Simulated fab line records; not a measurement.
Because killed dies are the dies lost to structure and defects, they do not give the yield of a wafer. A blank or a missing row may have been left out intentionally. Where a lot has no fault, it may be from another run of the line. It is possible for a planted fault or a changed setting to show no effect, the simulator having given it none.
Which tool did it?    flow n5 finfet    11 lots with 32 wafers sampled at 5 steps, on a route of 1938 steps

## WHAT THE GAUGES SHOWED, per wafer
N5_MIM_TOP_LITHO_CD_MEAS_08: target cd 2000 nm.
lot   measured      on         cd nm (nm)
L622  day 12 20:14  cd sem-02  1999.8 1999.6 2000.5
L623  day 13 02:07  cd sem-03  1997.8 1996.4 1998.0
L624  day 13 19:14  cd sem-03  1998.9 2002.1 2000.3
L627  day 13 21:33  cd sem-02  2001.2 2002.2 2001.3
L628  day 14 02:25  cd sem-02  2001.9 1999.9 2004.1
L635  day 15 12:30  cd sem-01  2002.7 2002.7 2000.0
L636  day 16 01:07  cd sem-03  1997.3 1997.6 1999.9
L634  day 16 03:25  cd sem-02  2000.2 2000.7 2001.0
L640  day 18 05:23  cd sem-03  2000.4 2002.3 1999.0
L643  day 18 21:09  cd sem-03  2001.8 2001.5 2000.3
L645  day 19 04:14  cd sem-03  2000.8 1999.8

N5_PASSIVATION_CD_MEAS_44: target cd 40000 nm.
lot   measured      on         cd nm (nm)
L622  day 13 03:40  cd sem-02  40001 40002 40001
L623  day 13 11:56  cd sem-03  39995 39991 40002
L624  day 14 03:23  cd sem-03  39994 39999 39994
L627  day 14 04:07  cd sem-01  39998 39999 39995
L628  day 14 08:52  cd sem-03  39995 39987 39992
L635  day 15 19:14  cd sem-03  39998 39992 40002
L636  day 16 07:17  cd sem-02  39982 39979 39984
L634  day 16 10:24  cd sem-01  39982 39981 39979
L640  day 18 11:46  cd sem-02  39998 40003 40001
L643  day 19 06:41  cd sem-03  40000 39996 40002
L645  day 19 11:40  cd sem-03  39995 39999

## TOOL THAT RAN EACH LOT (tool first, then ch and the chambers of the sampled wafers, then the start)
lot   N5_MIM_TOP_ETCH_ETCH_00            N5_PASSIVATION_PECVD_35          N5_PASSIVATION_EXPOSE_41
L622  rie metal-02 ch 1, day 12 20:25    pecvd-04 ch 0,1,2, day 13 03:06  krf scanner-02 ch 0, day 13 03:29
L623  rie metal-03 ch 0,1, day 13 02:18  pecvd-04 ch 0,1, day 13 11:23    krf scanner-01 ch 0, day 13 11:45
L624  rie metal-01 ch 0,1, day 13 19:24  pecvd-04 ch 0,2, day 14 02:49    krf scanner-02 ch 0, day 14 03:12
L627  rie metal-01 ch 0,1, day 13 21:46  pecvd-01 ch 0,1,2, day 14 03:34  krf scanner-01 ch 0, day 14 03:57
L628  rie metal-01 ch 0,1, day 14 02:38  pecvd-04 ch 0,1,2, day 14 08:25  krf scanner-01 ch 0, day 14 08:41
L635  rie metal-01 ch 0,1, day 15 12:40  pecvd-04 ch 0,1,2, day 15 18:48  krf scanner-02 ch 0, day 15 19:04
L636  rie metal-03 ch 0,1, day 16 01:22  pecvd-04 ch 0,1, day 16 06:50    krf scanner-02 ch 0, day 16 07:06
L634  rie metal-03 ch 0,1, day 16 03:38  pecvd-01 ch 1,2, day 16 09:58    krf scanner-02 ch 0, day 16 10:14
L640  rie metal-03 ch 0,1, day 18 05:52  pecvd-02 ch 0,1,2, day 18 11:16  krf scanner-01 ch 0, day 18 11:37
L643  rie metal-01 ch 0,1, day 18 21:41  pecvd-01 ch 1,2, day 19 06:12    krf scanner-01 ch 0, day 19 06:31
L645  rie metal-01 ch 1, day 19 04:38    pecvd-04 ch 1,2, day 19 11:14    krf scanner-01 ch 0, day 19 11:29
- N5_MIM_TOP_ETCH_ETCH_00: etches TiN in Cl2/BCl3, target depth 38.5 nm.
- N5_PASSIVATION_PECVD_35: deposits SiNx from SiH4/NH3/N2, target thk 700 nm, time 151.3 s.
- N5_PASSIVATION_EXPOSE_41: exposes mask PASS OPEN, defocus 0 nm, target cd 40000 nm.

## WHAT THE TOOLS THEMSELVES READ (means of the sampled wafers that have a number; where no wafer has one, the mark that the record gives instead)
N5_MIM_TOP_ETCH_ETCH_00.
lot   tool          drypump motor current A (A)  oes product au (a.u.)  throttle valve pct (%)
L622  rie metal-02  5.1                          1.01                   22.48
L623  rie metal-03  5.3                          0.72                   22.86
L624  rie metal-01  5.7                          0.69                   23.18
L627  rie metal-01  5.7                          0.70                   23.18
L628  rie metal-01  5.4                          0.74                   22.99
L635  rie metal-01  5.4                          0.73                   23.00
L636  rie metal-03  5.5                          0.75                   22.94
L634  rie metal-03  5.3                          0.71                   22.88
L640  rie metal-03  5.3                          0.69                   22.89
L643  rie metal-01  5.4                          0.81                   22.94
L645  rie metal-01  6.0                          0.94                   23.17

N5_PASSIVATION_PECVD_35.
lot   tool      heater power w (W)  showerhead plenum p Torr (Torr)  throttle valve pct (%)
L622  pecvd-04  550                 8.67                             30.4
L623  pecvd-04  480                 8.70                             31.2
L624  pecvd-04  458                 8.66                             30.0
L627  pecvd-01  421                 8.71                             29.4
L628  pecvd-04  445                 8.66                             30.4
L635  pecvd-04  464                 8.69                             30.5
L636  pecvd-04  524                 8.61                             31.8
L634  pecvd-01  413                 8.75                             29.3
L640  pecvd-02  387                 8.71                             29.6
L643  pecvd-01  368                 8.74                             29.7
L645  pecvd-04  434                 8.74                             28.0

N5_PASSIVATION_EXPOSE_41.
lot   tool            exposure dose mJ cm2
L622  krf scanner-02  57.25
L623  krf scanner-01  57.24
L624  krf scanner-02  57.30
L627  krf scanner-01  57.20
L628  krf scanner-01  57.26
L635  krf scanner-02  57.25
L636  krf scanner-02  55.29
L634  krf scanner-02  55.29
L640  krf scanner-01  57.25
L643  krf scanner-01  57.23
L645  krf scanner-01  57.23

## THE ANSWER, worked out from the rows above alone
Rule: the usual values come from the lots themselves. Put in order of their means at a reading, lots are off if they are a third of the lots or fewer, leave a main group of 4 or more, and stand apart from it by a gap of 3 or more times the standard deviation of the main group's means; of several such gaps the widest counts. The tables above print the reading to a certain number of digits; a main group whose means all agree to those digits is not used. A lot without any number at a reading at which 4 lots or more have one is off too. The other lots that the step has rows for count as sound. First the gauges in route order, then the tools' own readings, where a lot's mean is used as printed above. At the first step where some lot is off, the reading lying furthest off is the one used; lots without a number count as furthest.
Off: L636, L634 (N5_PASSIVATION_CD_MEAS_44, cd nm). Main group: mean 39997 nm, sd 2.8.
If a tool, at a process step before that reading, ran all the lots that are off and no sound lot after the first of them, it fits. The gauges at N5_PASSIVATION_CD_MEAS_44 aren't tried: what is off there is off at N5_PASSIVATION_EXPOSE_41 too, on other tools, and a gauge's error can't cause that. One candidate fits, namely krf scanner-02 at N5_PASSIVATION_EXPOSE_41. A fault onset in the window from L635 (day 15 19:04, its last sound lot) to L636 (day 16 07:06, its first lot off) fits.
The tool's own readings at N5_PASSIVATION_EXPOSE_41 bear it out: on the lots that are off they differ by more than 5 times the standard deviation of the sound lots' means. exposure dose mJ cm2 reads 55.29 there against 57.25 on the sound lots.

## WHAT THE SIMULATOR PUT IN
Process parameter drift: krf scanner-02, from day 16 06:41 on, at N5_PASSIVATION_EXPOSE_41. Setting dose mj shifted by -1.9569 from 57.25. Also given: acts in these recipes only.
Lots struck among those shown: L636, L634. The rule above reached the same finding.
